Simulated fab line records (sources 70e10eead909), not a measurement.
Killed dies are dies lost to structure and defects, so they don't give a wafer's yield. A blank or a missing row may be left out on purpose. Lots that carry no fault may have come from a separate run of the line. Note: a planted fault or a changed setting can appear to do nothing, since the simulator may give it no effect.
The tool behind it: which one? -- flow nand harc -- 24 lots, 72 wafers sampled, at 2 steps of a route of 1159

WHAT THE GAUGES READ, wafer by wafer
NHARC_A_CHANNEL_HOLE_D1_INSPECT_40.
lot,measured,on,raw defect count
L074,day 8 13:02,defect inspect-02,57 51 50
L075,day 8 20:50,defect inspect-01,67 72 45
L076,day 9 00:32,defect inspect-02,64 46 52
L077,day 9 03:53,defect inspect-02,37 55 59
L078,day 9 14:10,defect inspect-01,82 58 66
L080,day 10 00:26,defect inspect-01,38 38 47
L079,day 10 00:37,defect inspect-02,41 49 47
L082,day 10 09:32,defect inspect-02,70 50 56
L081,day 10 09:47,defect inspect-02,75 53 54
L084,day 10 20:08,defect inspect-02,49 46 37
L083,day 10 20:29,defect inspect-02,71 77 85
L087,day 11 15:22,defect inspect-01,58 40 47
L085,day 11 15:38,defect inspect-02,67 60 49
L086,day 11 19:58,defect inspect-01,61 38 27
L088,day 12 03:16,defect inspect-02,73 54 69
L090,day 12 11:02,defect inspect-02,77 58 71
L089,day 12 11:09,defect inspect-01,48 34 56
L091,day 12 15:20,defect inspect-02,80 67 69
L092,day 12 23:23,defect inspect-02,52 39 38
L093,day 13 09:19,defect inspect-01,58 61 57
L094,day 13 09:48,defect inspect-02,49 65 56
L096,day 13 22:35,defect inspect-01,36 48 57
L097,day 14 02:45,defect inspect-01,71 63 46
L095,day 14 06:55,defect inspect-01,55 56 48

NHARC_A_CHANNEL_FILL_D1_INSPECT_13.
lot,measured,on,raw defect count
L074,day 10 21:36,defect inspect-01,275 347 316
L075,day 11 00:12,defect inspect-01,265 272 263
L076,day 11 04:19,defect inspect-02,435 410 554
L077,day 11 04:15,defect inspect-01,267 270 344
L078,day 11 14:16,defect inspect-02,355 155 267
L080,day 12 00:12,defect inspect-02,357 337 337
L079,day 12 00:11,defect inspect-01,313 163 267
L082,day 12 12:49,defect inspect-01,260 200 205
L081,day 12 17:01,defect inspect-01,326 506 297
L084,day 12 20:23,defect inspect-01,379 369 223
L083,day 12 20:19,defect inspect-02,166 227 260
L087,day 13 17:07,defect inspect-01,326 181 352
L085,day 13 17:18,defect inspect-01,465 219 214
L086,day 14 02:20,defect inspect-01,172 141 191
L088,day 14 06:02,defect inspect-02,280 234 292
L090,day 14 11:59,defect inspect-02,444 342 387
L089,day 14 12:09,defect inspect-02,169 228 221
L091,day 14 16:38,defect inspect-02,185 151 210
L092,day 15 02:31,defect inspect-02,373 181 252
L093,day 15 09:59,defect inspect-02,387 432 389
L094,day 15 09:57,defect inspect-01,349 248 260
L096,day 15 22:49,defect inspect-02,240 252 272
L097,day 16 07:54,defect inspect-01,116 174 271
L095,day 16 07:59,defect inspect-02,439 460 391

WHICH TOOL RAN EACH LOT (tool, then ch and the chambers of the sampled wafers, then the start)
Before these readings, the record contains no process step.

AS READ BY THE TOOLS THEMSELVES (means over the sampled wafers that have a number; for cases with no such wafer, the mark the record gives instead)
The record holds no such reading with a usual standard deviation.

THE ANSWER, worked out from the rows above alone
Rule: usual is defined by the lots themselves. The widest of any qualifying gaps counts: lots, ordered by their means at a reading, are off when they make up no more than a third of the lots, leave a main group of 4 or more, and stand apart from it by 3 or more times the standard deviation of that group's means. A main group is skipped when, at the precision printed for the reading in the tables above, its means are all equal. A lot without any number at a reading at which 4 lots or more have one is off too. The other lots that the step has rows for count as sound. First the gauges in route order, then the tools' own readings, where a lot's mean is used as printed above. At the first step where some lot is off, the reading lying furthest off is the one used; lots without a number count as furthest.
Nothing can be told from this: no lot is off at any reading shown.

WHAT THE SIMULATOR PUT IN
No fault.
